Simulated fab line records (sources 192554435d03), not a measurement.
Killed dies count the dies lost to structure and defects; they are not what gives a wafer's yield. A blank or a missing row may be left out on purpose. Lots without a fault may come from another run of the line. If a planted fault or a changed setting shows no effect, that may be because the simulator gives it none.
Lot-split experiment + flow n5Finfet + on a route of 1938 steps: 7 lots, 21 wafers read

== ON THE SPLIT ==
At N5_BEOL_M7_ETCH_61 (etches SiARC in CF4, target depth 45.5 nm, time 75.8 s), the setting sourceW was moved away from the recipe's 545 W on 9 of the 21 wafers read, by -17.7% to +12.7%. All remaining wafers had this setting at the recipe value.

The reading comes from the split's own step.

== THE READING ==
rfVppV, in V, at N5_BEOL_M7_ETCH_61 (etches SiARC in CF4, target depth 45.5 nm, time 75.8 s). On this fab line, fault-free wafers typically give 184.3 V with a standard deviation of 1 V.

| wafer  | tool, chamber at the split | sourceW as run, W | against the recipe | rfVppV, V | against lot-mates on the recipe |
|--------|----------------------------|-------------------|--------------------|-----------|---------------------------------|
| L076.1 | rieDiel-01, 2              | 507               | -7.0%              | 188.2     | +4.7                            |
| L076.3 | rieDiel-01, 3              | 545               | recipe             | 183.5     | -                               |
| L076.5 | rieDiel-01, 2              | 507               | -7.0%              | 188.3     | +4.8                            |
| L080.1 | rieDiel-03, 2              | 545               | recipe             | 183.6     | -                               |
| L080.3 | rieDiel-03, 3              | 545               | recipe             | 184.5     | -                               |
| L080.6 | rieDiel-03, 1              | 507.9             | -6.8%              | 188.4     | +4.3                            |
| L081.3 | rieDiel-01, 0              | 473.1             | -13.2%             | 194.9     | +10.2                           |
| L081.4 | rieDiel-01, 1              | 473.1             | -13.2%             | 192.7     | +8.0                            |
| L081.6 | rieDiel-01, 2              | 545               | recipe             | 184.7     | -                               |
| L083.2 | rieDiel-01, 1              | 545               | recipe             | 184.8     | -                               |
| L083.4 | rieDiel-01, 0              | 448.7             | -17.7%             | 197.0     | +12.2                           |
| L083.5 | rieDiel-01, 0              | 448.7             | -17.7%             | 195.5     | +10.7                           |
| L096.2 | rieDiel-01, 2              | 614.2             | +12.7%             | 178.7     | -5.9                            |
| L096.4 | rieDiel-01, 3              | 545               | recipe             | 184.6     | -                               |
| L096.6 | rieDiel-01, 3              | 614.2             | +12.7%             | 176.0     | -8.6                            |
| L095.1 | rieDiel-02, 2              | 545               | recipe             | 183.0     | -                               |
| L095.3 | rieDiel-02, 1              | 545               | recipe             | 186.1     | -                               |
| L095.4 | rieDiel-02, 0              | 545               | recipe             | 183.4     | -                               |
| L097.1 | rieDiel-02, 0              | 545               | recipe             | 183.3     | -                               |
| L097.3 | rieDiel-02, 3              | 545               | recipe             | 186.4     | -                               |
| L097.6 | rieDiel-02, 2              | 545               | recipe             | 182.9     | -                               |

FIT RESULTS
A straight line over all 21 wafers: rfVppV changes by -0.641 V for each +1% of sourceW; r = -0.97; the points scatter about the line by 1.2 V.
The same after taking each lot's own level away (the mean of its wafers on the recipe; 21 wafers): -0.635 V for each +1%; r = -0.98; scatter 1.1 V.
The reading moves by 11 V for the largest change in sourceW, on that fit.
Measured against the standard deviation above, the lots' own levels, which go from 183.50 to 184.80 V, span 1.3 times it.
The two slopes are in agreement: the lot-to-lot level therefore moves the slope only a little.
Check: for one of the wafers moved furthest among these (-17.7%), held out of the fit, the line's prediction against its lot-mates is +11.2 V. It came out at +12.2 V against them.
Tool readings at the split's step, against how far the setting was moved: etchRfOnTimeS r = -0.96; rfVppV r = -0.97.

== OTHER SPLITS ON THESE WAFERS ==
These wafers also went through other splits before the reading. Each is held against what the fit with the lots' levels taken away leaves over:
| other split on the same wafers  | wafers away from the commonest value | r with rfVppV (lot level and that fit taken away) |
|---------------------------------|--------------------------------------|---------------------------------------------------|
| N5_BEOL_M5_TRENCH_ETCH_37 timeS | 5                                    | +0.00                                             |
| N5_BEOL_M6_ILD_DEP_00 timeS     | 4                                    | +0.34                                             |
| N5_BEOL_M6_HM_DEP_02 targetThkA | 9                                    | +0.04                                             |
| N5_BEOL_M7_COAT_05 spinRpm      | 5                                    | -0.21                                             |

== THE WHOLE CHAIN: every reading that the file lists as answering this split, in the file's order ==
| step               | what it does                                           | reading       | change (the file's fit)              | r (the file's) |
|--------------------|--------------------------------------------------------|---------------|--------------------------------------|----------------|
| N5_BEOL_M7_ETCH_61 | etches SiARC in CF4, target depth 45.5 nm, time 75.8 s | etchRfOnTimeS | withheld for each +1% of the setting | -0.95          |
| N5_BEOL_M7_ETCH_61 | etches SiARC in CF4, target depth 45.5 nm, time 75.8 s | rfVppV        | -0.642 V for each +1% of the setting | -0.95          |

== THE FILE'S OWN FIT ==
rfVppV changes by -0.642 V for each +1% of sourceW, r = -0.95.
